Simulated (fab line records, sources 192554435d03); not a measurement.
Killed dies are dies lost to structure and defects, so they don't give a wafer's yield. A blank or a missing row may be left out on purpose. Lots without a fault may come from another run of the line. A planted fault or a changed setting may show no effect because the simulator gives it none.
Chamber matching | flow n5_finfet | N5_BEOL_M4_ALD_98 on ald_sin-02: 4 sister chambers
The step deposits SiO2, target thk 2.5 nm, pulse time 1 s, co reactant pulse time 1 s. 4 wafers are shown with their chamber, then 11 later ones without.

WAFERS WITH THEIR CHAMBER
wafer  | chamber | heater_power_w (W)
L082.4 | 1       | 76
L086.3 | 0       | 84
L086.5 | 2       | 82
L087.2 | 3       | 72

WAFERS WITHOUT THEIR CHAMBER
wafer  | heater_power_w (W)
L087.4 | 82
L087.5 | 83
L090.3 | 79
L090.5 | 84
L090.6 | 74
L091.1 | 85
L091.4 | 71
L091.5 | 76
L096.1 | 80
L096.5 | 75
L096.6 | 81

WHICH CHAMBER EACH WENT THROUGH
wafer  | from the rows above          | in truth
L087.4 | can't be placed: 2 or 0      | 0
L087.5 | can't be placed: 0 or 2      | 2
L090.3 | can't be placed: 1 or 2 or 0 | 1
L090.5 | can't be placed: 0 or 2      | 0
L090.6 | can't be placed: 1 or 3      | 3
L091.1 | can't be placed: 0 or 2      | 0
L091.4 | 3                            | 3
L091.5 | 1                            | 1
L096.1 | can't be placed: 2 or 0 or 1 | 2
L096.5 | can't be placed: 1 or 3      | 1
L096.6 | can't be placed: 2 or 0      | 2
Placed correctly: 2 of 11. Can't be placed from these rows: 9 (the true chamber is among the candidates in 9). Placed wrongly: 0.
How it was worked out, from the rows above alone: a wafer's distance from a chamber is the root of the sum, over the readings, of the square of ((its reading less the chamber's mean) divided by the reading's scatter). The wafer belongs to the nearest chamber; if the next one is less than 2 further off, it can't be placed. A chamber's mean is the mean of its shown wafers. The scatter: with one shown wafer a chamber, the root of the mean of the squares of how far each hidden wafer lies from its nearest shown one.
